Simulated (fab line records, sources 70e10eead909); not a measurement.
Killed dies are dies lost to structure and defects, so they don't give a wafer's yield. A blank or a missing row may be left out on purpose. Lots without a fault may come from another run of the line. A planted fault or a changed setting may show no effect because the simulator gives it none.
fab line records | flow nand_harc
record lots=12 wafers=36 last_day=25
route steps=1159 shown P_GATE@124 END@1159
lots that met no fault: from a run of the same line without faults
start_h: hours from the record's first day to the start of the lot's first wafer shown | wait_h: hours since the lot's step before | " the same as in the row above | L1.1+2: a row that stands for several wafers | - no value, or no start given | * or withheld: withheld | < > ~ a bound
route shown NAME@n: a module of which the file shows steps, and the number in the route of the first | usual: mean/standard deviation of fault-free wafers | same: alike in all rows | chamber/n: place in a boat | sites: the reading at each site | _std_site: their standard deviation | _edge_site: outer sites' mean less inner sites' | radius_mm: how far each site lies from the wafer's centre | mask NAME#n: copy n | behind: the tool/chamber that last shaped the wafer | hold: why the lot was held/for how many hours/how that ended | device: the transistor (n, p or np) that didn't switch | end of line: the same wafers' tests at the end of the route | a step without rows: its recipe alone | killed: dies lost to structure and defects at the first sort, not the wafer's yield | map: a wafer's dies, x killed, . not, _ none there
set.NAME: the setting as run; set.NAME@STEP: as run at that earlier step | model.NAME: the simulator's own value behind a step, which no gauge read
steps of the route over a sample of lots; a table a step, a row a wafer
services: from which hour (start_h, from the record's first day; less than 0 if before it) a tool's chamber was out of use, for how many hours, and why
## steps
# step NHARC_P_GATE_DESCUM_13
# recipe time_s=3 o2_flow_sccm=200 ar_flow_sccm=0 bias_power_w=0 chemistry=O2
# usual drypump_motor_current_A=5.9/0.59 o2_flow_sccm=200.0/0.61 oes_product_au=0.999/0.014 rf_vpp_V=57.7/0.85 showerhead_plenum_p_Torr=1.90/0.091 throttle_valve_pct=11.311/0.0098
# same time_s=3
# columns lot.wafer tool chamber start_h wait_h drypump_motor_current_A o2_flow_sccm oes_product_au rf_hours_counter_h rf_vpp_V showerhead_plenum_p_Torr throttle_valve_pct
L366.3 rie_diel-13 1 72.60 - 5.3 199.6 0.989 48 57.8 2.02 11.309
L366.2 " 2 " " 6.4 199.9 1.008 48 58.1 1.80 11.315
L366.5 " 0 " " 5.5 200.6 1.026 - 56.3 1.77 11.321
L368.1 rie_diel-11 0 92.33 - 5.9 200.7 0.989 13 58.1 2.04 11.297
L368.3 " 1 " " 6.6 200.3 1.004 12 59.2 1.94 11.307
L368.6 " 1 " " 6.6 200.3 0.996 - 58.0 1.94 11.302
L370.3 rie_diel-11 0 100.04 - 5.9 201.6 0.979 14 58.2 2.04 11.319
L370.1 " 1 " " 6.6 200.4 1.000 14 57.2 1.94 11.319
L370.5 " 0 " " 5.9 201.0 0.987 - 57.6 2.04 11.318
L371.1 rie_diel-11 3 107.47 - 6.3 199.7 1.005 17 56.4 1.88 11.319
L371.5 " 0 " " 5.9 200.9 0.995 - 58.1 2.04 11.319
L371.6 " 2 " " 4.8 199.3 0.982 - 58.0 1.87 11.314
L373.3 rie_diel-13 3 114.21 - 6.3 199.9 1.015 3 59.3 2.02 11.305
L373.4 " 0 " " 5.5 200.9 1.026 2 58.3 2.08 11.319
L373.6 " 1 " " 5.3 199.0 0.990 - 58.6 2.02 11.318
L372.4 rie_diel-12 1 114.25 - 6.0 200.2 1.004 31 57.7 1.87 11.307
L372.5 " 3 " " 5.9 199.8 1.014 - 55.9 1.81 11.310
L372.6 " 0 " " 5.1 201.4 1.008 - 56.8 1.77 11.303
L374.1 rie_diel-11 3 124.54 - 6.3 199.4 1.012 20 58.4 1.88 11.312
L374.5 " 0 " " 5.9 199.6 0.989 - 58.5 2.04 11.320
L374.4 " 1 " " 6.6 200.0 1.000 - 57.0 1.94 11.305
L376.4 rie_diel-11 2 131.11 - 4.8 200.0 0.975 20 57.2 1.86 11.316
L376.3 " 1 " " 6.6 200.0 0.993 20 56.2 1.94 11.318
L376.6 " 3 " " 6.3 199.7 1.011 - 58.5 1.88 11.315
L377.3 rie_diel-11 0 150.07 - 5.9 200.3 0.994 24 57.2 2.04 11.305
L377.2 " 1 " " 6.6 201.2 0.982 23 57.1 1.94 11.303
L377.6 " 3 " " 6.3 200.0 1.005 - 57.3 1.88 11.293
L378.3 rie_diel-11 0 150.23 - 5.9 200.4 0.998 24 58.7 2.04 11.298
L378.2 " 1 " " 6.6 199.2 0.999 23 58.2 1.94 11.320
L378.5 " 0 " " 5.9 199.8 1.006 - 57.8 2.04 11.327
L388.4 rie_diel-11 1 211.27 - 6.6 200.7 0.970 3 57.9 1.93 11.304
L388.2 " 2 " " 4.8 199.0 0.986 4 58.3 1.86 11.308
L388.1 " 3 " " 6.3 200.0 0.999 3 57.7 1.88 11.313
L389.3 rie_diel-11 3 211.44 - 6.3 199.0 0.999 3 57.5 1.88 11.314
L389.1 " 1 " " 6.6 200.3 0.978 3 56.6 1.93 11.313
L389.6 " 3 " " 6.3 199.8 0.986 - 58.0 1.88 11.294
# step NHARC_P_GATE_EXPOSE_23
# recipe na=1.35 target_cd_nm=120 dose_mj=93.91 mask_id=P_GATE
# columns lot.wafer tool chamber start_h wait_h mask
L366.2+3+5 arfi_scanner-02 0 88.77 - P_GATE#0
L368.1+3+6 arfi_scanner-02 0 106.37 - P_GATE#0
L370.1+3+5 arfi_scanner-02 0 114.37 - P_GATE#0
L371.1+5+6 arfi_scanner-01 0 126.46 - P_GATE#0
L372.4+5+6 arfi_scanner-01 0 128.45 - P_GATE#0
L373.3+4+6 arfi_scanner-02 0 129.05 - P_GATE#0
L374.1+4+5 arfi_scanner-01 0 138.84 - P_GATE#0
L376.3+4+6 arfi_scanner-01 0 145.26 - P_GATE#0
L378.2+3+5 arfi_scanner-02 0 165.80 - P_GATE#0
L377.2+3+6 arfi_scanner-01 0 166.44 - P_GATE_R1#0
L388.1+2+4 arfi_scanner-02 0 229.10 - P_GATE#0
L389.1+3+6 arfi_scanner-01 0 229.56 - P_GATE#0
# step NHARC_P_GATE_CD_MEAS_26
# recipe target_cd_nm=120 landing_energy_ev=500
# usual cd_nm=119.7/0.96
# columns lot.wafer tool chamber start_h wait_h cd_nm
L366.2 cd_sem-03 0 88.91 - 119.7
L366.3 " 0 " " 120.0
L366.5 " 0 " " 119.8
L368.1 cd_sem-03 0 106.52 - 119.9
L368.3 " 0 " " 119.6
L368.6 " 0 " " 119.5
L370.1 cd_sem-02 0 114.51 - 120.3
L370.3 " 0 " " 120.6
L370.5 " 0 " " 119.9
L371.1 cd_sem-02 0 126.60 - 119.2
L371.5 " 0 " " 117.5
L371.6 " 0 " " 118.5
L372.4 cd_sem-02 0 128.58 - 121.1
L372.5 " 0 " " 121.9
L372.6 " 0 " " 120.9
L373.3 cd_sem-01 0 129.19 - 118.3
L373.4 " 0 " " 118.8
L373.6 " 0 " " 118.1
L374.1 cd_sem-01 0 138.98 - 120.1
L374.4 " 0 " " 122.1
L374.5 " 0 " " 121.5
L376.3 cd_sem-01 0 145.40 - 120.1
L376.4 " 0 " " 120.5
L376.6 " 0 " " 121.7
L378.2 cd_sem-02 0 165.93 - 120.5
L378.3 " 0 " " 119.6
L378.5 " 0 " " 120.6
L377.2 cd_sem-03 0 166.58 - 110.0
L377.3 " 0 " " 110.9
L377.6 " 0 " " 110.0
L388.1 cd_sem-02 0 229.24 - 118.5
L388.2 " 0 " " 118.9
L388.4 " 0 " " 119.1
L389.1 cd_sem-01 0 229.70 - 120.2
L389.3 " 0 " " 119.3
L389.6 " 0 " " 122.0
# step NHARC_P_GATE_STRIP_108
# recipe o2_flow_sccm=500 ar_flow_sccm=0 bias_w=0 chemistry=O2
# usual drypump_motor_current_A=5.9/0.59 o2_flow_sccm=500.1/1.5 oes_product_au=1.001/0.014 rf_vpp_V=57.7/1 showerhead_plenum_p_Torr=3.49/0.16 throttle_valve_pct=17.038/0.01
# same bias_w=0
# columns lot.wafer tool chamber start_h wait_h drypump_motor_current_A o2_flow_sccm oes_product_au rf_hours_counter_h rf_vpp_V showerhead_plenum_p_Torr throttle_valve_pct
L366.3 rie_diel-11 2 89.75 - 4.8 500.2 0.971 12 58.6 3.45 17.026
L366.2 " 0 " " 5.9 498.9 0.998 12 56.8 3.75 17.041
L366.5 " 2 " " 4.8 500.8 0.968 - 56.7 3.45 17.037
L368.3 rie_diel-12 3 107.36 - 6.0 501.8 1.012 30 56.1 3.35 17.028
L368.1 " 0 " " 5.1 499.9 1.008 32 57.4 3.28 17.039
L368.6 " 2 " " 6.2 499.1 1.001 - 58.7 3.35 17.031
L370.1 rie_diel-12 0 115.40 - 5.1 501.1 1.018 34 57.3 3.28 17.015
L370.3 " 1 " " 6.1 499.9 0.996 31 56.8 3.45 17.026
L370.5 " 0 " " 5.1 501.1 0.997 - 56.7 3.28 17.045
L371.1 rie_diel-12 2 127.45 - 6.2 501.6 0.980 31 57.2 3.35 17.051
L371.6 " 3 " " 6.0 498.0 1.006 - 59.2 3.35 17.023
L371.5 " 0 " " 5.2 498.6 1.020 - 57.8 3.28 17.043
L372.4 rie_diel-12 1 129.56 - 6.1 498.6 1.006 34 58.7 3.44 17.033
L372.5 " 1 " " 6.1 500.8 1.008 - 58.8 3.44 17.028
L372.6 " 2 " " 6.2 499.5 1.000 - 57.8 3.35 17.045
L373.3 rie_diel-12 1 130.01 - 6.0 500.7 0.999 34 57.4 3.44 17.055
L373.4 " 2 " " 6.2 501.9 0.994 32 56.6 3.35 17.042
L373.6 " 2 " " 6.2 502.7 0.991 - 58.3 3.35 17.040
L374.1 rie_diel-11 0 139.87 - 5.9 500.6 1.002 23 59.7 3.74 17.035
L374.4 " 3 " " 6.3 502.4 1.003 23 57.9 3.47 17.023
L374.5 " 1 " " 6.6 497.8 0.987 - 57.8 3.57 17.045
L376.3 rie_diel-11 3 146.21 - 6.3 501.3 1.006 24 56.5 3.47 17.037
L376.4 " 0 " " 5.9 502.3 0.999 23 57.9 3.74 17.049
L376.6 " 3 " " 6.3 500.8 1.016 - 58.2 3.47 17.047
L378.3 rie_diel-13 0 166.76 - 5.5 503.2 1.025 21 59.6 3.80 17.038
L378.2 " 1 " " 5.3 497.2 0.991 21 58.4 3.70 17.043
L378.5 " 0 " " 5.5 501.4 1.040 - 60.1 3.80 17.045
L377.3 rie_diel-11 1 167.46 - 6.6 502.0 0.995 25 56.5 3.57 17.024
L377.2 " 3 " " 6.3 501.6 1.006 26 58.2 3.47 17.032
L377.6 " 1 " " 6.6 502.0 0.992 - 58.1 3.57 17.034
L389.1 rie_diel-11 2 230.58 - 4.8 498.9 0.991 6 57.4 3.44 17.029
L389.3 " 0 " " 5.9 499.3 0.998 5 59.6 3.74 17.033
L389.6 " 2 " " 4.8 499.9 0.993 - 57.1 3.44 17.050
L388.4 rie_diel-11 1 230.71 - 6.6 500.6 0.989 5 56.4 3.56 17.026
L388.2 " 2 " " 4.8 500.9 0.994 6 57.6 3.44 17.045
L388.1 " 0 " " 5.9 499.0 1.007 5 56.9 3.74 17.049
# step NHARC_P_GATE_CD_MEAS_46
# recipe target_cd_nm=720 landing_energy_ev=500
# usual cd_nm=719.6/2.6
# columns lot.wafer tool chamber start_h wait_h cd_nm
L366.2 cd_sem-03 0 100.84 - 721.8
L366.3 " 0 " " 718.1
L366.5 " 0 " " 719.1
L368.1 cd_sem-02 0 118.53 - 721.2
L368.3 " 0 " " 720.1
L368.6 " 0 " " 718.1
L370.1 cd_sem-02 0 126.37 - 720.1
L370.3 " 0 " " 718.9
L370.5 " 0 " " 720.1
L371.1 cd_sem-01 0 138.55 - 716.7
L371.5 " 0 " " 713.7
L371.6 " 0 " " 721.4
L372.4 cd_sem-01 0 140.77 - 719.5
L372.5 " 0 " " 718.8
L372.6 " 0 " " 718.2
L373.3 cd_sem-03 0 141.33 - 723.4
L373.4 " 0 " " 719.9
L373.6 " 0 " " 718.9
L374.1 cd_sem-03 0 151.01 - 721.0
L374.4 " 0 " " 721.6
L374.5 " 0 " " 719.4
L376.3 cd_sem-02 0 157.36 - 719.6
L376.4 " 0 " " 718.1
L376.6 " 0 " " 719.8
L378.2 cd_sem-03 0 178.10 - 718.3
L378.3 " 0 " " 718.1
L378.5 " 0 " " 723.3
L377.2 cd_sem-01 0 180.79 - 715.0
L377.3 " 0 " " 715.6
L377.6 " 0 " " 721.9
L389.1 cd_sem-03 0 241.65 - 717.3
L389.3 " 0 " " 719.3
L389.6 " 0 " " 717.1
L388.1 cd_sem-02 0 241.82 - 718.4
L388.2 " 0 " " 722.6
L388.4 " 0 " " 715.3
# step NHARC_END_SORT_01
# recipe temp_c=25
# usual killed_at_array=26/9.7 killed_at_other=1.0/1.2 killed_at_periphery=3.9/2.6 killed_dies=31/9.7 killed_open=3.2/1.8 killed_short=2.0/1.3
# same gross_dies=677
# columns lot.wafer tool chamber start_h wait_h killed_at_array killed_at_other killed_at_periphery killed_dies killed_open killed_short
L377.6 prober-02 0 511.58 4.0 18 2 7 27 3 5
# killed by level:class
L377.6 A_CONTACT:chamber_film_flake=6 A_CHANNEL_HOLE_D1:chamber_film_flake=4 P_CONTACT:chamber_film_flake=2 A_CHANNEL_FILL_D1:chamber_film_flake=2 P_M0:geometric_particle:short=1 P_M0:geometric_particle:open=1 P_M2:geometric_particle:short=1 A_CHANNEL_HOLE_D1:geometric_particle:open=1
## services
# columns tool chamber start_h hours kind
rie_diel-13 3 61.78 8.3 repair
rie_diel-11 0 70.74 - clean
rie_diel-11 1 70.74 - clean
rie_diel-11 2 70.74 - clean
rie_diel-11 3 70.74 - clean
arfi_scanner-02 - 88.85 4.0 pm
rie_diel-13 3 90.92 7.6 repair
rie_diel-13 - 99.00 9.0 pm
rie_diel-11 1 104.14 4.3 repair
arfi_scanner-02 - 114.67 0.2 repair
arfi_scanner-02 - 116.63 7.2 repair
rie_diel-11 2 116.83 9.9 repair
arfi_scanner-02 - 151.71 1.9 repair
rie_diel-11 - 156.69 1.7 repair
arfi_scanner-02 - 169.62 0.7 repair
arfi_scanner-01 - 181.76 1.3 repair
arfi_scanner-01 - 189.46 0.4 repair
rie_diel-11 - 189.64 9.0 pm
arfi_scanner-01 - 196.00 4.0 pm
rie_diel-12 - 202.46 9.0 pm
rie_diel-13 1 204.53 1.6 repair
arfi_scanner-01 - 215.24 0.8 repair
rie_diel-12 1 217.61 2.5 repair
arfi_scanner-01 - 222.12 0.4 repair
## key
first_sign step=NHARC_P_GATE_EXPOSE_23 reading=mask direction=changed
effect step=NHARC_P_GATE_CD_MEAS_26 reading=cd_nm direction=down sigmas=9.7 usual=119.7 struck=110.3
met_at NHARC_P_GATE_EXPOSE_23
struck_lots L377
tester_left_out L377
not_acting_at NHARC_P_GATE_DESCUM_13,NHARC_P_GATE_STRIP_108,NHARC_P_GATE_CD_MEAS_46
onset_between 145.26 166.44
fault kind=wrong_mask tool=any chamber=- onset_h=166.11 steps=NHARC_P_GATE_EXPOSE_23 aux_copy=P_GATE_R1#0 cd_offset_nm=-8.5009 scope=struck_lots_only
# tester_left_out: of these lots the tester's yield and bins aren't shown, on N5 and GAA mostly nor the transistor test; their killed dies are dies lost to structure and defects alone, not to doping, threshold or leakage, so they don't give the yield
